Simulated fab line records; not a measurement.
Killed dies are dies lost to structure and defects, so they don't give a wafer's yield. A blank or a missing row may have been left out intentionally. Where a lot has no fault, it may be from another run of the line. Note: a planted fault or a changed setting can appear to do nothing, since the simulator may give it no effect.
Chamber matching | flow n5-finfet | 4 sister chambers for N5_BEOL_M12_ETCH_59 on rie-diel-06
The step etches BARC in N2/H2, target depth 89 nm, overetch 26.7 nm, time 67.9 s. 24 wafers are shown with their chamber, then 12 later ones without.

WAFERS PAIRED WITH THEIR CHAMBERS
wafer  | chamber | drypump-motor-current-A (A) | showerhead-plenum-p-Torr (Torr) | throttle-valve-pct (%)
L077.1 | 1       | 5.9                         | 2.69                            | 17.76
L077.2 | 3       | 5.0                         | 2.67                            | 17.86
L077.3 | 0       | 5.2                         | 2.58                            | 17.88
L077.4 | 2       | 5.3                         | 2.58                            | 17.59
L077.5 | 0       | 5.3                         | 2.58                            | 17.87
L077.6 | 3       | 5.0                         | 2.67                            | 17.86
L079.2 | 1       | 5.9                         | 2.69                            | 17.80
L079.3 | 2       | 5.4                         | 2.57                            | 17.58
L079.5 | 0       | 5.2                         | 2.58                            | 17.88
L082.1 | 0       | 5.3                         | 2.58                            | 17.87
L082.3 | 3       | 5.0                         | 2.67                            | 17.88
L082.6 | 2       | 5.4                         | 2.57                            | 17.60
L083.1 | 1       | 5.9                         | 2.69                            | 17.80
L083.2 | 0       | 5.3                         | 2.57                            | 17.89
L083.3 | 3       | 5.0                         | 2.67                            | 17.86
L084.3 | 2       | 5.3                         | 2.57                            | 17.62
L084.4 | 3       | 5.0                         | 2.66                            | 17.87
L084.6 | 3       | 5.0                         | 2.67                            | 17.89
L087.1 | 2       | 5.4                         | 2.57                            | 17.63
L087.4 | 2       | 5.4                         | 2.57                            | 17.61
L087.5 | 1       | 5.9                         | 2.68                            | 17.81
L091.1 | 3       | 5.0                         | 2.66                            | 17.91
L091.4 | 2       | 5.4                         | 2.56                            | 17.64
L091.6 | 1       | 5.9                         | 2.68                            | 17.83

SIGNATURES (averages over the wafers above)
reading                  | chamber 0 | chamber 1 | chamber 2 | chamber 3 | scatter within a chamber
drypump-motor-current-A  | 5.260     | 5.900     | 5.371     | 5.000     | 0.0363
showerhead-plenum-p-Torr | 2.5780    | 2.6860    | 2.5700    | 2.6671    | 0.00521
throttle-valve-pct       | 17.8780   | 17.8000   | 17.6100   | 17.8757   | 0.0198
Rule: for a wafer and a chamber, the distance is found by dividing, reading by reading, the gap between the wafer's reading and the chamber's mean by the reading's scatter, squaring, summing and taking the root. The wafer belongs to the nearest chamber; if the next one is less than 2 further off, it can't be placed. The scatter: the root of (the sum of the squares of (reading less its chamber's mean) over the shown wafers, divided by (wafers less chambers)).

WAFERS WHOSE CHAMBER IS MISSING
wafer  | drypump-motor-current-A (A) | showerhead-plenum-p-Torr (Torr) | throttle-valve-pct (%)
L090.1 | 5.3                         | 2.56                            | 17.64
L090.3 | 5.9                         | 2.68                            | 17.83
L090.6 | 5.4                         | 2.56                            | 17.64
L095.2 | 4.9                         | 2.65                            | 17.93
L095.4 | 5.3                         | 2.56                            | 17.64
L095.5 | 5.0                         | 2.65                            | 17.95
L097.1 | 5.9                         | 2.67                            | 17.87
L097.2 | 5.4                         | 2.56                            | 17.65
L097.3 | 4.9                         | 2.65                            | 17.95
L097.4 | 5.9                         | 2.67                            | 17.87
L097.5 | 5.0                         | 2.65                            | 17.94
L097.6 | 5.4                         | 2.56                            | 17.64

THE CHAMBER EACH PASSED THROUGH
wafer  | from the rows above | in truth
L090.1 | 2                   | 2
L090.3 | 1                   | 1
L090.6 | 2                   | 2
L095.2 | 3                   | 3
L095.4 | 2                   | 2
L095.5 | 3                   | 3
L097.1 | 1                   | 1
L097.2 | 2                   | 2
L097.3 | 3                   | 3
L097.4 | 1                   | 1
L097.5 | 3                   | 3
L097.6 | 2                   | 2
Correct placement for 12 of the 12. From these rows, 0 cannot be placed. Number placed wrongly: 0.
